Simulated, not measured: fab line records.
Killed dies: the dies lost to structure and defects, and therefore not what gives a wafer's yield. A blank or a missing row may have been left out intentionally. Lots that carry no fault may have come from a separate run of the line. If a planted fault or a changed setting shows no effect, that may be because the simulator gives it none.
What tool caused it? :: flow nand harc :: 24 lots with 72 wafers sampled at 3 steps, on a route of 1302 steps

== WHAT THE GAUGES SHOWED, per wafer ==
NHARC_P_CONTACT_INSPECT_27.
lot: L074
measured: day 6 04:07
on: defect inspect-02
raw defect count: 135 137 207

lot: L075
measured: day 6 06:29
on: defect inspect-01
raw defect count: 246 375 176

lot: L076
measured: day 6 20:48
on: defect inspect-02
raw defect count: 308 135 235

lot: L077
measured: day 7 06:50
on: defect inspect-02
raw defect count: 615 207 275

lot: L078
measured: day 7 13:18
on: defect inspect-01
raw defect count: 439 695 311

lot: L079
measured: day 8 05:30
on: defect inspect-02
raw defect count: 229 201 205

lot: L080
measured: day 9 00:17
on: defect inspect-02
raw defect count: 403 158 409

lot: L081
measured: day 9 00:49
on: defect inspect-02
raw defect count: 275 553 359

lot: L082
measured: day 9 09:29
on: defect inspect-02
raw defect count: 314 164 207

lot: L084
measured: day 10 01:01
on: defect inspect-01
raw defect count: 177 101 285

lot: L083
measured: day 10 02:25
on: defect inspect-02
raw defect count: 391 264 455

lot: L085
measured: day 10 20:03
on: defect inspect-02
raw defect count: 315 136 210

lot: L086
measured: day 11 02:10
on: defect inspect-01
raw defect count: 357 365 276

lot: L087
measured: day 11 05:21
on: defect inspect-01
raw defect count: 336 165 285

lot: L088
measured: day 11 17:27
on: defect inspect-02
raw defect count: 296 352 246

lot: L089
measured: day 12 14:32
on: defect inspect-01
raw defect count: 303 267 212

lot: L090
measured: day 12 20:58
on: defect inspect-01
raw defect count: 201 262 203

lot: L091
measured: day 13 02:14
on: defect inspect-02
raw defect count: 234 223 391

lot: L092
measured: day 13 07:43
on: defect inspect-02
raw defect count: 195 308 587

lot: L093
measured: day 13 20:31
on: defect inspect-01
raw defect count: 210 253 318

lot: L094
measured: day 14 08:20
on: defect inspect-01
raw defect count: 295 131 212

lot: L095
measured: day 14 12:28
on: defect inspect-02
raw defect count: 148 171 176

lot: L096
measured: day 14 22:41
on: defect inspect-02
raw defect count: 259 172 210

lot: L097
measured: day 15 11:31
on: defect inspect-02
raw defect count: 516 416 510

NHARC_P_M0_INSPECT_11.
lot: L074
measured: day 6 05:19
on: defect inspect-01
raw defect count: 5 4 4

lot: L075
measured: day 6 07:38
on: defect inspect-02
raw defect count: 1 3 1

lot: L076
measured: day 6 21:50
on: defect inspect-01
raw defect count: 3 8 5

lot: L077
measured: day 7 07:52
on: defect inspect-01
raw defect count: 3 4 4

lot: L078
measured: day 7 14:19
on: defect inspect-01
raw defect count: 4 4 6

lot: L079
measured: day 8 06:23
on: defect inspect-02
raw defect count: 4 5 4

lot: L080
measured: day 9 01:18
on: defect inspect-02
raw defect count: 5 3 5

lot: L081
measured: day 9 01:43
on: defect inspect-02
raw defect count: 5 5 2

lot: L082
measured: day 9 10:30
on: defect inspect-01
raw defect count: 4 1 8

lot: L084
measured: day 10 02:02
on: defect inspect-01
raw defect count: 3 1 3

lot: L083
measured: day 10 03:26
on: defect inspect-02
raw defect count: 7 5 4

lot: L085
measured: day 10 21:05
on: defect inspect-02
raw defect count: 4 6 1

lot: L086
measured: day 11 03:11
on: defect inspect-01
raw defect count: 4 6 4

lot: L087
measured: day 11 06:22
on: defect inspect-01
raw defect count: 2 1 1

lot: L088
measured: day 11 18:20
on: defect inspect-02
raw defect count: 6 1 4

lot: L089
measured: day 12 15:33
on: defect inspect-01
raw defect count: 3 5 1

lot: L090
measured: day 12 22:07
on: defect inspect-02
raw defect count: 4 5 7

lot: L091
measured: day 13 03:17
on: defect inspect-02
raw defect count: 7 4 7

lot: L092
measured: day 13 08:45
on: defect inspect-01
raw defect count: 10 0 1

lot: L093
measured: day 13 21:25
on: defect inspect-02
raw defect count: 4 3 4

lot: L094
measured: day 14 09:30
on: defect inspect-02
raw defect count: 0 3 2

lot: L095
measured: day 14 13:22
on: defect inspect-02
raw defect count: 5 6 4

lot: L096
measured: day 14 23:43
on: defect inspect-02
raw defect count: 3 3 2

lot: L097
measured: day 15 12:25
on: defect inspect-01
raw defect count: 0 2 4

NHARC_P_M0_CD_MEAS_16.
lot: L074
measured: day 6 05:49
on: cd sem-03
cd nm (nm): 89.7 89.9 89.4

lot: L075
measured: day 6 08:01
on: cd sem-03
cd nm (nm): 90.1 90.5 90.2

lot: L076
measured: day 6 22:15
on: cd sem-01
cd nm (nm): 90.0 88.7 89.4

lot: L077
measured: day 7 08:14
on: cd sem-01
cd nm (nm): 90.2 90.7 91.0

lot: L078
measured: day 7 14:57
on: cd sem-01
cd nm (nm): 90.4 89.1 91.6

lot: L079
measured: day 8 06:45
on: cd sem-01
cd nm (nm): 90.3 89.8 90.3

lot: L080
measured: day 9 01:40
on: cd sem-03
cd nm (nm): 91.3 90.2 91.2

lot: L081
measured: day 9 02:11
on: cd sem-03
cd nm (nm): 89.2 88.8 90.4

lot: L082
measured: day 9 10:52
on: cd sem-03
cd nm (nm): 90.1 90.7 90.6

lot: L084
measured: day 10 02:24
on: cd sem-02
cd nm (nm): 88.6 90.8 90.7

lot: L083
measured: day 10 03:50
on: cd sem-02
cd nm (nm): 90.9 90.8 90.3

lot: L085
measured: day 10 21:26
on: cd sem-03
cd nm (nm): 90.2 89.5 89.2

lot: L086
measured: day 11 03:36
on: cd sem-03
cd nm (nm): 91.9 91.2 90.4

lot: L087
measured: day 11 06:44
on: cd sem-02
cd nm (nm): 89.6 90.5 90.4

lot: L088
measured: day 11 18:42
on: cd sem-03
cd nm (nm): 91.0 90.7 90.1

lot: L089
measured: day 12 15:58
on: cd sem-03
cd nm (nm): 90.4 88.5 88.5

lot: L090
measured: day 12 22:29
on: cd sem-03
cd nm (nm): 92.4 90.6 89.9

lot: L091
measured: day 13 03:39
on: cd sem-03
cd nm (nm): 91.0 90.8 89.5

lot: L092
measured: day 13 09:10
on: cd sem-01
cd nm (nm): 91.2 90.2 90.7

lot: L093
measured: day 13 21:46
on: cd sem-03
cd nm (nm): 91.6 91.4 89.9

lot: L094
measured: day 14 09:52
on: cd sem-02
cd nm (nm): 90.4 91.1 90.1

lot: L095
measured: day 14 13:44
on: cd sem-03
cd nm (nm): 90.1 90.8 90.8

lot: L096
measured: day 15 00:05
on: cd sem-02
cd nm (nm): 90.2 91.0 89.8

lot: L097
measured: day 15 12:47
on: cd sem-03
cd nm (nm): 90.2 90.3 89.6

== WHAT TOOL EACH LOT RAN ON (gives the tool, then ch and the chambers of the sampled wafers, and finally the start) ==
No process step before these readings appears in the record.

== WHAT THE TOOLS THEMSELVES READ (means of the sampled wafers that have a number; where no wafer has one, the mark that the record gives instead) ==
The record holds no such reading with a usual standard deviation.

== THE ANSWER, worked out from the rows above alone ==
Rule: usual is defined by the lots themselves. Put in order of their means at a reading, lots are off if they are a third of the lots or fewer, leave a main group of 4 or more, and stand apart from it by a gap of 3 or more times the standard deviation of the main group's means; of several such gaps the widest counts. The tables above print the reading to a certain number of digits; a main group whose means all agree to those digits is not used. Also off: a lot with no number at a reading for which 4 or more lots have one. Where the step has rows for the other lots, those lots are counted as sound. Order of review: gauges by route order, followed by the tools' own readings, for which a lot's mean as printed above is used. At the first step where some lot is off, the reading lying furthest off is the one used; lots without a number count as furthest.
No lot is off on any of the readings shown, so nothing can be concluded from this.

== WHAT WAS PUT IN BY THE SIMULATOR ==
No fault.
